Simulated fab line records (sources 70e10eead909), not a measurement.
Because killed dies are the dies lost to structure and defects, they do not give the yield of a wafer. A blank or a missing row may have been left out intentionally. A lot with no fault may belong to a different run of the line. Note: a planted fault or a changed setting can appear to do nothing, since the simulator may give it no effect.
Chamber matching	flow nand-harc	NHARC_P_M2_PRE_CLEAN_32 on pecvd-03 has 3 sister chambers
The step time 12 s. 22 wafers are shown with their chamber, then 11 later ones without.

== WAFERS, EACH WITH ITS CHAMBER ==
wafer	chamber	heater-power-w (W)	heater-power-outer-w (W)	rf-fwd-power-W (W)
L075.2	2	715	387	293.7
L075.5	0	550	339	291.3
L075.6	2	718	390	293.6
L077.4	1	530	317	292.9
L077.5	2	653	360	294.1
L077.6	0	521	314	292.5
L079.2	1	546	327	292.2
L079.4	2	661	351	292.8
L079.5	1	550	336	292.8
L080.4	2	711	377	291.9
L080.5	0	513	312	292.7
L080.6	1	610	376	292.4
L082.1	1	554	344	290.8
L082.2	2	699	384	293.2
L082.4	0	527	317	294.0
L083.1	1	596	390	293.3
L083.2	2	692	381	292.9
L083.3	0	570	359	292.6
L086.1	2	605	307	292.8
L086.2	1	561	339	291.9
L086.5	2	608	306	292.4
L087.1	1	671	423	291.0

SIGNATURES (means of the wafers above)
reading	chamber 0	chamber 1	chamber 2	scatter within a chamber
heater-power-w	536.20	577.25	673.56	41.6
heater-power-outer-w	328.20	356.50	360.33	32.1
rf-fwd-power-W	292.620	292.163	293.044	0.827
Rule: a wafer lies at a distance from a chamber equal to the root of the sum of squares, over the readings, of (its reading less the chamber's mean, divided by the reading's scatter). If the next closest chamber is less than 2 further off than the closest, the wafer can't be placed; otherwise it belongs to the closest. The scatter: take each reading less its chamber's mean, square it, sum over the shown wafers, divide by the number of wafers less the number of chambers, and take the root.

== WAFERS WITH NO CHAMBER GIVEN ==
wafer	heater-power-w (W)	heater-power-outer-w (W)	rf-fwd-power-W (W)
L087.5	635	333	293.9
L087.6	645	412	293.0
L089.2	671	371	291.7
L089.4	592	389	292.7
L089.6	574	350	292.1
L091.1	614	375	292.1
L091.2	567	364	292.4
L091.3	600	307	293.3
L097.2	530	326	293.4
L097.5	491	289	293.0
L097.6	703	401	293.3

== THE CHAMBER EACH PASSED THROUGH ==
wafer	from the rows above	in truth
L087.5	can't be placed: 2 or 1 or 0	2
L087.6	can't be placed: 2 or 1 or 0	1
L089.2	can't be placed: 2 or 1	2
L089.4	can't be placed: 1 or 2 or 0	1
L089.6	can't be placed: 1 or 0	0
L091.1	can't be placed: 1 or 2 or 0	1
L091.2	can't be placed: 1 or 0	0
L091.3	can't be placed: 0 or 1 or 2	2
L097.2	can't be placed: 0 or 1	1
L097.5	can't be placed: 0 or 1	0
L097.6	2	2
Correct placement for 1 of the 11. Unplaceable from these rows: 10, with the true chamber sitting among the candidates in 10. 0 placed wrongly.
